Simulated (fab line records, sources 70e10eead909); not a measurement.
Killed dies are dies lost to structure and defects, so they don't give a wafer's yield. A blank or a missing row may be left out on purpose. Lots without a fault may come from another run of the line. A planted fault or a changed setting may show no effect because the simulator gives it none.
Chamber matching | flow nand_harc | NHARC_P_M2_PRE_CLEAN_32 on pecvd-01: 3 sister chambers
The step time 12 s. 33 wafers are shown with their chamber, then 12 later ones without.

WAFERS WITH THEIR CHAMBER
wafer  | chamber | heater_power_w (W)
L075.2 | 1       | 690
L075.3 | 2       | 730
L075.5 | 0       | 588
L077.2 | 2       | 721
L077.4 | 2       | 731
L077.6 | 1       | 693
L078.3 | 2       | 650
L078.4 | 0       | 558
L078.5 | 2       | 652
L080.3 | 0       | 596
L080.4 | 0       | 574
L080.6 | 2       | 647
L084.3 | 1       | 635
L084.4 | 1       | 633
L084.6 | 0       | 609
L086.1 | 1       | 675
L086.2 | 0       | 605
L086.3 | 2       | 609
L086.4 | 1       | 676
L086.5 | 2       | 622
L086.6 | 0       | 612
L088.2 | 0       | 634
L088.3 | 1       | 674
L088.6 | 2       | 728
L091.1 | 2       | 706
L091.2 | 1       | 678
L091.6 | 1       | 705
L091.3 | 0       | 635
L091.4 | 2       | 714
L091.5 | 0       | 657
L094.1 | 2       | 702
L094.3 | 0       | 670
L094.6 | 2       | 714

SIGNATURES (means of the wafers above)
reading        | chamber 0 | chamber 1 | chamber 2 | scatter within a chamber
heater_power_w | 612.55    | 673.22    | 686.62    | 36.3
Rule: a wafer's distance from a chamber is the root of the sum, over the readings, of the square of ((its reading less the chamber's mean) divided by the reading's scatter). The wafer belongs to the nearest chamber; if the next one is less than 2 further off, it can't be placed. The scatter: the root of (the sum of the squares of (reading less its chamber's mean) over the shown wafers, divided by (wafers less chambers)).

WAFERS WITHOUT THEIR CHAMBER
wafer  | heater_power_w (W)
L095.2 | 672
L095.3 | 705
L095.6 | 701
L095.1 | 696
L095.4 | 663
L095.5 | 707
L096.2 | 729
L096.4 | 726
L096.5 | 655
L097.1 | 725
L097.3 | 629
L097.5 | 687

WHICH CHAMBER EACH WENT THROUGH
wafer  | from the rows above          | in truth
L095.2 | can't be placed: 1 or 2 or 0 | 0
L095.3 | can't be placed: 2 or 1      | 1
L095.6 | can't be placed: 2 or 1      | 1
L095.1 | can't be placed: 2 or 1      | 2
L095.4 | can't be placed: 1 or 2 or 0 | 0
L095.5 | can't be placed: 2 or 1      | 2
L096.2 | can't be placed: 2 or 1      | 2
L096.4 | can't be placed: 2 or 1      | 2
L096.5 | can't be placed: 1 or 2 or 0 | 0
L097.1 | can't be placed: 2 or 1      | 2
L097.3 | can't be placed: 0 or 1 or 2 | 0
L097.5 | can't be placed: 2 or 1      | 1
Placed correctly: 0 of 12. Can't be placed from these rows: 12 (the true chamber is among the candidates in 12). Placed wrongly: 0.
